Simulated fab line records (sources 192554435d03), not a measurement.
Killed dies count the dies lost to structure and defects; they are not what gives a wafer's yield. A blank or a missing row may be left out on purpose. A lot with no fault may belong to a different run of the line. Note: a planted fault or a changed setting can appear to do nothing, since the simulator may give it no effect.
What tool caused it? | flow n5Finfet | 11 lots with 33 wafers sampled at 5 steps, on a route of 1938 steps

== WHAT EACH GAUGE READ, for each wafer ==
N5_STI_FIN_REVEAL_FIN_H_MEAS_10. Usual: trenchDepthNm reads 52.0 nm (standard deviation 0.54).
lot  | measured    | on     | trenchDepthNm (nm) | flag
L826 | day 2 14:06 | ocd-01 | 52.2 52.4 51.8     | 
L827 | day 2 20:08 | ocd-02 | 51.5 51.3 51.5     | 
L830 | day 3 12:46 | ocd-01 | 51.2 52.1 52.1     | 
L833 | day 4 06:28 | ocd-02 | 52.5 52.0 52.5     | 
L834 | day 4 15:10 | ocd-02 | 51.5 52.2 52.1     | 
L835 | day 4 21:50 | ocd-01 | 52.2 52.0 52.4     | 
L836 | day 5 01:58 | ocd-01 | 52.0 52.1 51.2     | 
L840 | day 6 03:19 | ocd-02 | 52.6 52.4 52.4     | 
L842 | day 6 11:55 | ocd-02 | 51.5 49.8 51.6     | 
L848 | day 8 05:10 | ocd-01 | 53.2 52.7 52.9     | 
L849 | day 8 09:06 | ocd-02 | 51.6 51.6 52.3     | 

== WHICH TOOL RAN EACH LOT (tool, then ch and the chambers of the sampled wafers, then the start) ==
lot  | N5_FIN_CUT_CUT_ETCH_15         | N5_FIN_CUT_CUT_ETCH_28         | N5_STI_FIN_REVEAL_CMP_04     | N5_STI_FIN_REVEAL_PRECLEAN_17
L826 | rieSi-03 ch 0,2,3, day 2 04:41 | rieSi-03 ch 0,2,3, day 2 04:44 | cmp-02 ch 2,3, day 2 10:14   | remotePlasma-01 ch 1, day 2 13:20
L827 | rieSi-05 ch 1,3, day 2 10:26   | rieSi-05 ch 1,3, day 2 10:29   | cmp-03 ch 1,3, day 2 16:31   | remotePlasma-02 ch 0, day 2 19:19
L830 | rieSi-05 ch 2,3, day 3 03:16   | rieSi-05 ch 2,3, day 3 03:19   | cmp-04 ch 0,1,3, day 3 09:19 | remotePlasma-01 ch 1, day 3 11:58
L833 | rieSi-05 ch 2,3, day 3 21:32   | rieSi-05 ch 2,3, day 3 21:35   | cmp-04 ch 0,1,3, day 4 02:57 | remotePlasma-02 ch 0, day 4 05:43
L834 | rieSi-05 ch 1,2, day 4 05:49   | rieSi-05 ch 1,2, day 4 05:53   | cmp-02 ch 0,1,2, day 4 11:21 | remotePlasma-01 ch 1, day 4 13:59
L835 | rieSi-04 ch 1,3, day 4 12:32   | rieSi-04 ch 1,3, day 4 12:35   | cmp-04 ch 0,2, day 4 18:02   | remotePlasma-02 ch 1, day 4 21:02
L836 | rieSi-03 ch 0,2,3, day 4 15:48 | rieSi-03 ch 0,2,3, day 4 15:51 | cmp-03 ch 0,1,3, day 4 22:11 | remotePlasma-02 ch 0, day 5 00:54
L840 | rieSi-05 ch 0,1,3, day 5 18:17 | rieSi-05 ch 0,1,3, day 5 18:20 | cmp-03 ch 2,3, day 5 23:50   | remotePlasma-02 ch 0, day 6 02:30
L842 | rieSi-05 ch 0,3, day 6 02:59   | rieSi-05 ch 0,3, day 6 03:03   | cmp-03 ch 0,2, day 6 08:24   | remotePlasma-01 ch 0, day 6 11:10
L848 | rieSi-03 ch 0,2, day 7 19:10   | rieSi-03 ch 0,2, day 7 19:13   | cmp-03 ch 0,2, day 8 01:43   | remotePlasma-02 ch 1, day 8 04:25
L849 | rieSi-04 ch 1,3, day 8 00:10   | rieSi-04 ch 1,3, day 8 00:13   | cmp-02 ch 1,2,3, day 8 05:37 | remotePlasma-02 ch 1, day 8 08:19
- N5_FIN_CUT_CUT_ETCH_15: etches Si in HBr/Cl2/O2, target depth 100 nm, bt time 10 s, time 42.4 s.
- N5_FIN_CUT_CUT_ETCH_28: etches Si in HBr/Cl2/O2, target depth 6 nm, time 2.4 s.
- N5_STI_FIN_REVEAL_CMP_04: polishes, stops on Si3N4, t overpolish 4 s, target thk 131.83 nm.
- N5_STI_FIN_REVEAL_PRECLEAN_17: cleans in NF3:NH3, afs cycles 1, time 20 s, sublimation time 60 s.

== WHAT THE TOOLS THEMSELVES READ (means of the sampled wafers that have a number; where no wafer has one, the mark that the record gives instead) ==
N5_FIN_CUT_CUT_ETCH_15. Usual: drypumpMotorCurrentA 5.9 A, standard deviation 0.4; oesProductAu 0.998 a.u., standard deviation 0.011; throttleValvePct 37.31 %, standard deviation 0.2.
lot  | tool     | drypumpMotorCurrentA (A) | oesProductAu (a.u.) | throttleValvePct (%) | flag
L826 | rieSi-03 | 5.5                      | 1.005               | 37.26                | 
L827 | rieSi-05 | 6.1                      | 1.003               | 37.44                | 
L830 | rieSi-05 | 6.1                      | 1.002               | 37.34                | 
L833 | rieSi-05 | 6.1                      | 1.012               | 37.40                | 
L834 | rieSi-05 | 6.2                      | 0.990               | 37.34                | 
L835 | rieSi-04 | 5.3                      | 0.977               | 37.15                | 
L836 | rieSi-03 | 5.5                      | 1.002               | 37.26                | 
L840 | rieSi-05 | 6.1                      | 0.998               | 37.41                | 
L842 | rieSi-05 | 6.1                      | 1.001               | 37.44                | 
L848 | rieSi-03 | 5.5                      | 1.006               | 37.46                | 
L849 | rieSi-04 | 5.7                      | 0.977               | 36.98                | 

N5_FIN_CUT_CUT_ETCH_28. Usual: drypumpMotorCurrentA 5.9 A, standard deviation 0.4; oesProductAu 0.998 a.u., standard deviation 0.011; throttleValvePct 37.30 %, standard deviation 0.21.
lot  | tool     | drypumpMotorCurrentA (A) | oesProductAu (a.u.) | throttleValvePct (%) | flag
L826 | rieSi-03 | 5.5                      | 1.001               | 37.26                | 
L827 | rieSi-05 | 6.2                      | 1.003               | 37.43                | 
L830 | rieSi-05 | 6.1                      | 1.007               | 37.34                | 
L833 | rieSi-05 | 6.1                      | 1.008               | 37.41                | 
L834 | rieSi-05 | 6.2                      | 0.998               | 37.36                | 
L835 | rieSi-04 | 5.2                      | 0.983               | 37.14                | 
L836 | rieSi-03 | 5.5                      | 1.005               | 37.25                | 
L840 | rieSi-05 | 6.1                      | 1.000               | 37.40                | 
L842 | rieSi-05 | 6.1                      | 1.006               | 37.44                | 
L848 | rieSi-03 | 5.5                      | 0.997               | 37.47                | 
L849 | rieSi-04 | 5.7                      | 0.975               | 36.96                | 

N5_STI_FIN_REVEAL_CMP_04. Usual: motorCurrentA 8.1 A, standard deviation 0.83; overpolishRunS 4.000 s, standard deviation 0.0094; timeToEndpointS 107 s, standard deviation 4.1.
lot  | tool   | motorCurrentA (A) | overpolishRunS (s) | timeToEndpointS (s) | flag
L826 | cmp-02 | 7.7               | 4.001              | 103                 | 
L827 | cmp-03 | 8.6               | 3.999              | 103                 | 
L830 | cmp-04 | 8.6               | 3.993              | 108                 | 
L833 | cmp-04 | 8.8               | 3.997              | 108                 | 
L834 | cmp-02 | 7.7               | 3.998              | 101                 | 
L835 | cmp-04 | 8.5               | 3.998              | 105                 | 
L836 | cmp-03 | 8.5               | 3.999              | 106                 | 
L840 | cmp-03 | 8.4               | 4.005              | 112                 | 
L842 | cmp-03 | 7.9               | 4.001              | 110                 | 
L848 | cmp-03 | 8.1               | 4.007              | 109                 | 
L849 | cmp-02 | 8.3               | 3.992              | 104                 | 

== THE ANSWER, worked out from the rows above alone ==
Rule: a lot counts as off when the mean over its wafers that have a number is more than 3 standard deviations away from the usual mean. A lot without any number at a reading at which 4 lots or more have one is off too. Where the step has rows for the other lots, those lots are counted as sound. Order of review: gauges by route order, followed by the tools' own readings, for which a lot's mean as printed above is used. At the first step where some lot is off, the reading lying furthest off is the one used; lots without a number count as furthest.
Nothing can be told from this: no lot is off at any reading shown.

== WHAT THE SIMULATOR HAD PUT IN ==
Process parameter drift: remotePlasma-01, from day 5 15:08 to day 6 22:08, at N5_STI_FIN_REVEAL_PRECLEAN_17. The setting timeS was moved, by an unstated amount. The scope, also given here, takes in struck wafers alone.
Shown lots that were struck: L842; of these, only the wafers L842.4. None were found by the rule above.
